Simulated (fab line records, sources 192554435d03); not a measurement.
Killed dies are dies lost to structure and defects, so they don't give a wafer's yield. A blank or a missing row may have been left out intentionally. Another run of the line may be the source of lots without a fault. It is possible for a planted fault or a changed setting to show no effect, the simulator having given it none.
A single fault, viewed from 2 desks :: flow n5-finfet :: each desk has only its own numbers; what lay behind them comes last

== TOOL OWNER'S DESK, pecvd-03 ==
The tool's own readings at N5_BEOL_M11_ILD_DEP_00 (deposits SiCOH lowk from DEMS/porogen, target thk 308.51 nm, time 58 s): means of the sampled wafers that have a number, for each lot that ran on this tool. Marked OUT: a lot whose mean sits more than 4 standard deviations from the usual mean, which makes it out of limits; the brackets give that distance.
Columns: A = heater-power-w at N5_BEOL_M11_ILD_DEP_00, usual 322 W; B = showerhead-plenum-p-Torr at N5_BEOL_M11_ILD_DEP_00, usual 5.737 Torr; C = showerhead-vpp-V at N5_BEOL_M11_ILD_DEP_00, usual 1379 V; D = throttle-valve-pct at N5_BEOL_M11_ILD_DEP_00, usual 14.0 %
lot: L856
first seen here: day 12 04:16
A: 349
B: 5.752
C: 1407
D: 14.0

lot: L860
first seen here: day 13 17:22
A: 330
B: 5.740
C: 1416
D: 14.1

lot: L863
first seen here: day 14 01:05
A: 308
B: 5.727
C: 1386
D: 14.0
This desk found nothing out of limits on any of the 3 lots.

== METROLOGY DESK ==
Means of the sampled wafers that have a number, per lot and without regard to the tool the lot ran on: this is what the gauges read. Marked OUT: a lot whose mean sits more than 4 standard deviations from the usual mean, which makes it out of limits; the brackets give that distance. Of its 13 readings 7 are shown: the one that was out of limits first, and those that lie furthest out on some lot.
Columns: A = IOFF_N at N5_BEOL_M4_RC_MEAS_101, usual 0.144 nA/um; B = ION_N at N5_BEOL_M4_RC_MEAS_101, usual 670 uA/um; C = ION_P at N5_BEOL_M4_RC_MEAS_101, usual 460 uA/um; D = SS_N at N5_BEOL_M4_RC_MEAS_101, usual 71.2 mV/dec; E = VT_N at N5_BEOL_M4_RC_MEAS_101, usual 251 mV; F = VT_P at N5_BEOL_M4_RC_MEAS_101, usual -251.4 mV; G = M11_ILD_THK at N5_BEOL_M11_THK_MEAS_01, usual 267 nm
lot: L854
first seen here: day 8 03:44
A: 0.129
B: 663
C: 459
D: 71.5
E: 254
F: -252.0
G: 269

lot: L856
first seen here: day 9 18:31
A: 0.109
B: 660
C: 457
D: 71.0
E: 257
F: -255.6
G: 266

lot: L858
first seen here: day 10 14:41
A: 0.124
B: 657
C: 452
D: 70.9
E: 254
F: -252.9
G: 266

lot: L860
first seen here: day 10 20:47
A: 0.123
B: 651
C: 448
D: 71.3
E: 256
F: -255.5
G: 247 (-5.8) OUT

lot: L862
first seen here: day 10 22:10
A: 0.139
B: 670
C: 459
D: 71.0
E: 252
F: -252.9
G: 268

lot: L863
first seen here: day 11 00:35
A: 0.175
B: 680
C: 462
D: 71.7
E: 247
F: -249.0
G: 248 (-5.4) OUT

lot: L866
first seen here: day 12 01:58
A: 0.127
B: 655
C: 450
D: 71.2
E: 254
F: -251.3
G: 269

lot: L868
first seen here: day 12 13:22
A: 0.153
B: 674
C: 458
D: 71.6
E: 250
F: -254.0
G: 266

lot: L870
first seen here: day 14 03:11
A: 0.134
B: 672
C: 464
D: 71.2
E: 253
F: -252.9
G: 273

lot: L873
first seen here: day 14 03:51
A: 0.171
B: 667
C: 460
D: 72.0
E: 248
F: -249.4
G: 271
This desk reports L860, L863 out of limits; the earliest was L860 at day 13 17:58 (M11_ILD_THK at N5_BEOL_M11_THK_MEAS_01). In limits: L854, L856, L858, L862, L866, L868, L870, L873.

== BROUGHT TOGETHER ==
On L860, L863, the metrology desk was in a position to raise an alarm at day 13 17:58.
The desk of the tool owner found nothing out of limits.
Tool owner's desk: L860, L863 on record, inside its limits.
Of the lots named, all ran N5_BEOL_M11_ILD_DEP_00 on pecvd-03.

== WHAT WAS PUT IN BY THE SIMULATOR ==
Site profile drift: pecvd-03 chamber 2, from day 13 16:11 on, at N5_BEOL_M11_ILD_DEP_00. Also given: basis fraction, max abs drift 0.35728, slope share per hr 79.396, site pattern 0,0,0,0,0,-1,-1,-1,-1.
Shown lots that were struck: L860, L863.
Per desk, hours elapsed from the start of the fault to the first reading out of limits: for the metrology desk, 2.
